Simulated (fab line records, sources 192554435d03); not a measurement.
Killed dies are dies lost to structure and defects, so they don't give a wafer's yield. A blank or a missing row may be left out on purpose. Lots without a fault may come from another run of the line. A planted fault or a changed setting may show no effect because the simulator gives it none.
Split-lot experiment | flow n5_finfet | 7 lots, 21 wafers read, on a route of 1938 steps

THE SPLIT
At N5_BEOL_M2_ETCH_69 (etches SiARC in CF4, target depth 15.6 nm, time 26 s), the setting bias_w was moved away from the recipe's 36 W on 5 of the 21 wafers read, by -16.6% to +5.0%. The other wafers ran this setting at the recipe's value.

The reading is taken at the split's own step.

THE READING
rf_vpp_V, in V, at N5_BEOL_M2_ETCH_69 (etches SiARC in CF4, target depth 15.6 nm, time 26 s). Fault-free wafers of this fab line usually give 184.0 V, standard deviation 1.3 V.

wafer  | tool, chamber at the split | bias_w as run, W | against the recipe | rf_vpp_V, V | against lot-mates on the recipe
L080.2 | rie_diel-01, 1             | 30.48            | -15.3%             | 165.9       | -18.6
L080.3 | rie_diel-01, 0             | 36               | recipe             | 184.5       | -
L080.4 | rie_diel-01, 2             | 36               | recipe             | 184.5       | -
L084.1 | rie_diel-01, 3             | 36               | recipe             | 184.2       | -
L084.3 | rie_diel-01, 2             | 32.29            | -10.3%             | 171.9       | -12.8
L084.4 | rie_diel-01, 0             | 36               | recipe             | 185.3       | -
L091.2 | rie_diel-01, 3             | 36               | recipe             | 184.2       | -
L091.4 | rie_diel-01, 0             | 36               | recipe             | 183.5       | -
L091.6 | rie_diel-01, 1             | 36               | recipe             | 184.8       | -
L093.1 | rie_diel-05, 3             | 36               | recipe             | 183.7       | -
L093.3 | rie_diel-05, 0             | 37.81            | +5.0%              | 188.5       | +4.1
L093.5 | rie_diel-05, 1             | 36               | recipe             | 185.2       | -
L095.1 | rie_diel-01, 2             | 36               | recipe             | 185.1       | -
L095.3 | rie_diel-01, 1             | 36               | recipe             | 183.9       | -
L095.6 | rie_diel-01, 2             | 30.01            | -16.6%             | 164.4       | -20.1
L096.1 | rie_diel-06, 3             | 32.11            | -10.8%             | 172.0       | -10.9
L096.2 | rie_diel-06, 2             | 36               | recipe             | 181.5       | -
L096.4 | rie_diel-06, 0             | 36               | recipe             | 184.3       | -
L097.1 | rie_diel-05, 0             | 36               | recipe             | 181.6       | -
L097.2 | rie_diel-05, 3             | 36               | recipe             | 184.2       | -
L097.3 | rie_diel-05, 2             | 36               | recipe             | 184.6       | -

THE FIT
A straight line over all 21 wafers: rf_vpp_V changes by +1.16 V for each +1% of bias_w; r = +0.99; the points scatter about the line by 1 V.
The same after taking each lot's own level away (the mean of its wafers on the recipe; 21 wafers): +1.16 V for each +1%; r = +0.99; scatter 1 V.
On that fit, the largest move of bias_w shifts the reading by 19 V.
The lots' own levels span 182.90 to 184.75 V, that is 1.4 times the standard deviation above.
So the lot-to-lot level changes the slope little: the two slopes agree.
Check: with one of the wafers moved furthest among these (-16.6%) left out of the fit, the line predicts -19.1 V for it against its lot-mates. It came out at -20.1 V against them.
Tool readings at the split's step, against how far the setting was moved: rf_vpp_V r = +0.99.

THE FILE'S OWN FIT
rf_vpp_V changes by +1.17 V for each +1% of bias_w, r = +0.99.
